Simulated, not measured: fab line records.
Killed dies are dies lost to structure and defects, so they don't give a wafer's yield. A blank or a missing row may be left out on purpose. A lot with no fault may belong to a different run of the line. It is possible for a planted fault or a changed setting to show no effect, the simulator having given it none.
Matching of chambers :: flow n5Finfet :: N5_BEOL_M9_CURE_71 on uvCure-01: 3 sister chambers
The step cures SiCOH lowk, time 240 s. 3 wafers are shown with their chamber, then 11 later ones without.

## WAFERS WITH THEIR CHAMBER
wafer: L077.5
chamber: 2
wafer_temp_C_max: 385.5

wafer: L085.5
chamber: 1
wafer_temp_C_max: 386.9

wafer: L088.2
chamber: 0
wafer_temp_C_max: 385.6

## WAFERS MISSING THEIR CHAMBER
wafer: L088.3
wafer_temp_C_max: 386.6

wafer: L088.5
wafer_temp_C_max: 386.0

wafer: L091.1
wafer_temp_C_max: 386.1

wafer: L091.2
wafer_temp_C_max: 386.1

wafer: L091.4
wafer_temp_C_max: 385.9

wafer: L094.1
wafer_temp_C_max: 386.5

wafer: L094.2
wafer_temp_C_max: 386.9

wafer: L094.3
wafer_temp_C_max: 386.3

wafer: L096.1
wafer_temp_C_max: 387.2

wafer: L096.5
wafer_temp_C_max: 386.9

wafer: L096.6
wafer_temp_C_max: 386.6

## CHAMBER TAKEN BY EACH
wafer: L088.3
from the rows above: can't be placed: 1 or 0
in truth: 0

wafer: L088.5
from the rows above: can't be placed: 0 or 2 or 1
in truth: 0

wafer: L091.1
from the rows above: can't be placed: 0 or 2 or 1
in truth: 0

wafer: L091.2
from the rows above: can't be placed: 0 or 2 or 1
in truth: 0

wafer: L091.4
from the rows above: can't be placed: 0 or 2 or 1
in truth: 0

wafer: L094.1
from the rows above: can't be placed: 1 or 0 or 2
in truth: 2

wafer: L094.2
from the rows above: 1
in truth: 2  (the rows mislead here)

wafer: L094.3
from the rows above: can't be placed: 1 or 0 or 2
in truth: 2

wafer: L096.1
from the rows above: 1
in truth: 1

wafer: L096.5
from the rows above: 1
in truth: 1

wafer: L096.6
from the rows above: can't be placed: 1 or 0
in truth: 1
Placed correctly: 2 of 11. From these rows, 8 cannot be placed; in 8 the true chamber is one of the candidates. 1 placed wrongly.
How it was worked out, from the rows above alone: a wafer's distance from a chamber is the root of the sum, over the readings, of the square of ((its reading less the chamber's mean) divided by the reading's scatter). The wafer belongs to the nearest chamber; if the next one is less than 2 further off, it can't be placed. A chamber's mean is the mean of its shown wafers. The scatter: root of mean squared gap, hidden wafer to nearest shown wafer, with one shown wafer a chamber.
